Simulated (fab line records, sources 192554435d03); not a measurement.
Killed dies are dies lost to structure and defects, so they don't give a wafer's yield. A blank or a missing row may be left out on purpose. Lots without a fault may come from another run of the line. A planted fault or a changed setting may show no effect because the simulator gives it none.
fab line records | flow n5_finfet | part 2 of 2: steps 24 to 29 of 29
record lots=5 wafers=15 last_day=18
route steps=1938 shown BEOL_M9@1465 BEOL_M10@1470
lots that met no fault: from a run of the same line without faults
start_h: hours from the record's first day to the start of the lot's first wafer shown | wait_h: hours since the lot's step before | " the same as in the row above | L1.1+2: a row that stands for several wafers | - no value, or no start given | * or withheld: withheld | < > ~ a bound
route shown NAME@n: a module of which the file shows steps, and the number in the route of the first | usual: mean/standard deviation of fault-free wafers | same: alike in all rows | chamber/n: place in a boat | sites: the reading at each site | _std_site: their standard deviation | _edge_site: outer sites' mean less inner sites' | radius_mm: how far each site lies from the wafer's centre | mask NAME#n: copy n | behind: the tool/chamber that last shaped the wafer | hold: why the lot was held/for how many hours/how that ended | device: the transistor (n, p or np) that didn't switch | end of line: the same wafers' tests at the end of the route | a step without rows: its recipe alone | killed: dies lost to structure and defects at the first sort, not the wafer's yield | map: a wafer's dies, x killed, . not, _ none there
set.NAME: the setting as run; set.NAME@STEP: as run at that earlier step | model.NAME: the simulator's own value behind a step, which no gauge read
lots at some steps of the route; a table a step, a row a wafer
services: from which hour (start_h, from the record's first day; less than 0 if before it) a tool's chamber was out of use, for how many hours, and why
## steps
# step N5_BEOL_M10_ETCH_62
# recipe chemistry=N2/H2 target=SOC target_depth_a=1100 overetch_a=220 mask_material=SiARC temp_c=40 time_s=165 ion_energy_ev=200 pressure_mtorr=30 source_w=840 bias_w=150 n2_flow_sccm=200 h2_flow_sccm=200
# usual drypump_motor_current_A=5.6/0.55 oes_product_au=0.69/0.075 rf_vpp_V=523.8/2.4 showerhead_plenum_p_Torr=2.54/0.084 throttle_valve_pct=17.75/0.27
# columns lot.wafer tool chamber start_h wait_h drypump_motor_current_A oes_product_au rf_hours_counter_h rf_vpp_V showerhead_plenum_p_Torr throttle_valve_pct
L080.1 rie_diel-05 3 271.90 0.0 6.1 0.59 236 526.5 2.61 18.21
L080.4 " 0 " " 6.1 0.71 69 521.5 2.47 17.55
L080.5 " 0 " " 6.1 0.71 - 520.6 2.47 17.56
L085.1 rie_diel-05 3 278.84 0.0 6.0 0.59 239 525.7 2.61 18.20
L085.4 " 1 " " 5.7 0.80 12 522.0 2.49 17.49
L085.6 " 2 " " 5.5 0.76 - 525.2 2.61 17.56
L091.1 rie_diel-06 0 335.89 0.0 5.6 0.61 213 524.2 2.51 17.82
L091.2 " 2 " " 6.6 0.76 45 528.0 2.70 17.61
L091.4 " 3 " " 5.5 0.75 22 529.0 2.73 18.08
L094.2 rie_diel-01 3 348.67 0.0 5.2 0.73 51 523.0 2.50 17.76
L094.3 " 1 " " 5.1 0.59 218 522.9 2.52 17.89
L094.4 " 2 " " 6.5 0.66 127 526.4 2.54 17.35
L097.1 rie_diel-06 1 380.45 0.0 4.9 0.60 225 521.1 2.41 18.19
L097.4 " 0 " " 5.6 0.61 228 525.6 2.51 17.87
L097.6 " 0 " " 5.6 0.61 - 522.9 2.51 17.85
# step N5_BEOL_M10_STRIP_68
# recipe chemistry=N2/H2 temp_c=40 n2_flow_sccm=200 h2_flow_sccm=200 rf_frequency_hz=6e+07
# columns lot.wafer tool chamber start_h wait_h
L080.1+4+5 rie_diel-05 3,0,0 272.04 0.1
L085.1+4+6 rie_diel-05 3,1,2 278.98 0.1
L091.1+2+4 rie_diel-06 0,2,3 336.02 0.1
L094.2+3+4 rie_diel-01 3,1,2 348.80 0.1
L097.1+4+6 rie_diel-06 1,0,0 380.59 0.1
# step N5_BEOL_M10_STRIP_67
# recipe chemistry=CF4 resist=SiARC power_w=300 bias_power_w=75 pressure_mtorr=50 cf4_flow_sccm=150 rf_frequency_hz=6e+07
# usual drypump_motor_current_A=5.6/0.54 oes_product_au=0.82/0.088 rf_vpp_V=271.2/1.4 showerhead_plenum_p_Torr=1.79/0.05 throttle_valve_pct=13.47/0.3
# columns lot.wafer tool chamber start_h wait_h drypump_motor_current_A oes_product_au rf_hours_counter_h rf_vpp_V showerhead_plenum_p_Torr throttle_valve_pct
L080.1 rie_diel-05 3 272.05 0.0 6.1 0.69 236 272.7 1.83 14.01
L080.4 " 0 " " 6.1 0.84 69 269.4 1.76 13.31
L080.5 " 0 " " 6.1 0.84 - 270.5 1.75 13.29
L085.1 rie_diel-05 3 278.99 0.0 6.1 0.69 239 273.1 1.82 14.01
L085.4 " 1 " " 5.7 0.95 12 269.0 1.76 13.27
L085.6 " 2 " " 5.5 0.90 - 273.0 1.81 13.03
L091.1 rie_diel-06 0 336.03 0.0 5.6 0.73 213 272.3 1.78 13.75
L091.2 " 2 " " 6.6 0.90 46 273.6 1.91 13.30
L091.4 " 3 " " 5.5 0.87 22 273.2 1.89 13.38
L094.2 rie_diel-01 3 348.81 0.0 5.2 0.87 51 269.5 1.74 13.30
L094.3 " 1 " " 5.0 0.70 218 270.9 1.78 13.68
L094.4 " 2 " " 6.5 0.77 127 271.4 1.80 13.31
L097.1 rie_diel-06 1 380.60 0.0 4.9 0.71 225 269.1 1.71 14.07
L097.4 " 0 " " 5.6 0.73 228 271.7 1.77 13.76
L097.6 " 0 " " 5.6 0.71 - 269.6 1.77 13.76
# step N5_BEOL_M10_HM_OPEN_17
# recipe chemistry=Cl2/BCl3 target_depth_a=200 overetch_a=60 target=TiN mask_material=SOC ion_energy_ev=150 pressure_mtorr=10 icp_w=1000 bias_w=126 Cl2_flow_sccm=53.25 bcl3_flow_sccm=21.75 Ar_flow_sccm=25
# usual drypump_motor_current_A=6.0/0.37 oes_product_au=0.69/0.049 throttle_valve_pct=22.08/0.23
# columns lot.wafer tool chamber start_h wait_h drypump_motor_current_A oes_product_au rf_hours_counter_h throttle_valve_pct
L080.1 rie_metal-01 1 272.09 0.0 6.1 0.67 41 22.25
L080.4 " 1 " " 6.1 0.66 - 22.26
L080.5 " 1 " " 6.1 0.66 - 22.25
L085.1 rie_metal-02 1 279.03 0.0 6.2 0.72 15 22.37
L085.4 " 1 " " 6.2 0.72 - 22.40
L085.6 " 0 " " 6.1 0.72 - 22.12
L091.1 rie_metal-03 0 336.07 0.0 6.3 0.67 49 22.07
L091.2 " 1 " " 6.1 0.81 3 21.78
L091.4 " 1 " " 6.0 0.81 - 21.78
L094.2 rie_metal-01 0 348.85 0.0 5.3 0.62 55 21.78
L094.3 " 1 " " 6.2 0.64 - 22.30
L094.4 " 0 " " 5.3 0.62 - 21.79
L097.1 rie_metal-03 1 380.64 0.0 6.1 0.78 6 21.79
L097.4 " 1 " " 6.1 0.78 - 21.80
L097.6 " 0 " " 6.3 0.65 - 22.11
# step N5_BEOL_M10_STRIP_19
# recipe chemistry=O2 power_w=400 temp_c=40 pressure_mtorr=30 rf_frequency_hz=6e+07 bias_power_w=0 overash_fraction=0.2 o2_flow_sccm=225
# usual drypump_motor_current_A=5.6/0.51 o2_flow_sccm=225.1/0.67 oes_product_au=0.82/0.093 rf_vpp_V=3.7/0.64 showerhead_plenum_p_Torr=2.08/0.061 throttle_valve_pct=16.57/0.27
# columns lot.wafer tool chamber start_h wait_h drypump_motor_current_A o2_flow_sccm oes_product_au rf_hours_counter_h rf_vpp_V showerhead_plenum_p_Torr throttle_valve_pct
L080.1 rie_diel-01 2 272.23 0.1 6.5 224.4 0.81 101 2.8 2.12 16.31
L080.4 " 1 " " 5.1 225.2 0.70 193 3.4 2.06 16.61
L080.5 " 1 " " 5.1 225.1 0.72 - 3.8 2.06 16.59
L085.1 rie_diel-06 1 279.14 0.1 4.9 224.4 0.73 196 3.7 2.01 17.08
L085.4 " 3 " " 5.4 225.4 0.94 4 3.2 2.23 16.49
L085.6 " 0 " " 5.6 225.0 0.74 - 3.2 2.08 16.73
L091.1 rie_diel-01 0 336.33 0.2 4.9 224.4 0.75 165 3.3 2.02 16.89
L091.2 " 1 " " 5.1 225.5 0.70 216 4.4 2.06 16.62
L091.4 " 3 " " 5.2 225.7 0.87 48 2.9 2.04 16.42
L094.2 rie_diel-05 3 348.98 0.1 6.1 225.8 0.98 1 4.1 2.13 16.60
L094.3 " 2 " " 5.5 225.1 0.87 49 3.5 2.13 16.26
L094.4 " 0 " " 6.1 225.6 0.81 99 4.1 2.04 16.47
L097.1 rie_diel-01 3 380.75 0.1 5.2 226.3 0.84 64 3.3 2.03 16.45
L097.4 " 2 " " 6.4 223.3 0.77 140 3.7 2.10 16.40
L097.6 " 2 " " 6.4 224.7 0.76 - 3.4 2.10 16.37
# step N5_BEOL_M10_CD_MEAS_18
# recipe pitch_nm=140 target_cd_nm=70
# usual cd_nm=70.2/0.58
# columns lot.wafer tool chamber start_h wait_h cd_nm
L080.1 cd_sem-03 - 272.30 0.0 70.1
L080.4 " - " " 69.2
L080.5 " - " " 69.9
L085.1 cd_sem-02 - 279.21 0.0 70.2
L085.4 " - " " 70.1
L085.6 " - " " 70.0
L091.1 cd_sem-01 - 336.40 0.0 70.0
L091.2 " - " " 70.5
L091.4 " - " " 69.8
L094.2 cd_sem-01 - 349.05 0.1 70.2
L094.3 " - " " 68.7
L094.4 " - " " 70.3
L097.1 cd_sem-02 - 380.82 0.0 70.7
L097.4 " - " " 70.0
L097.6 " - " " 70.1
## services
# columns tool chamber start_h hours kind
arfi_scanner-03 - 249.26 2.4 repair
rie_diel-05 0 249.32 13.7 repair
arfi_scanner-01 - 263.16 3.9 pm
rie_diel-01 1 266.36 5.0 repair
arfi_scanner-01 - 268.44 1.3 repair
arfi_scanner-03 - 275.34 1.0 repair
pecvd-02 0 279.07 4.1 repair
pecvd-01 - 293.53 14.6 pm
arfi_scanner-01 - 295.12 0.2 repair
arfi_scanner-01 - 305.92 0.8 pm
arfi_scanner-01 - 308.68 0.8 pm
arfi_scanner-01 - 311.13 1.0 pm
arfi_scanner-01 - 321.22 1.3 pm
arfi_scanner-03 - 321.66 2.2 repair
rie_diel-06 - 323.83 2.8 pm
uv_cure-02 - 325.66 7.5 pm
arfi_scanner-03 - 335.24 1.3 pm
pecvd-02 - 339.09 14.6 pm
uv_cure-02 - 342.73 1.0 pm
rie_diel-06 1 353.19 3.7 repair
pecvd-02 - 359.09 0.9 repair
pecvd-03 - 361.79 0.8 repair
rie_diel-01 0 368.40 6.1 repair
pvd_sputter-01 - 379.91 5.9 repair
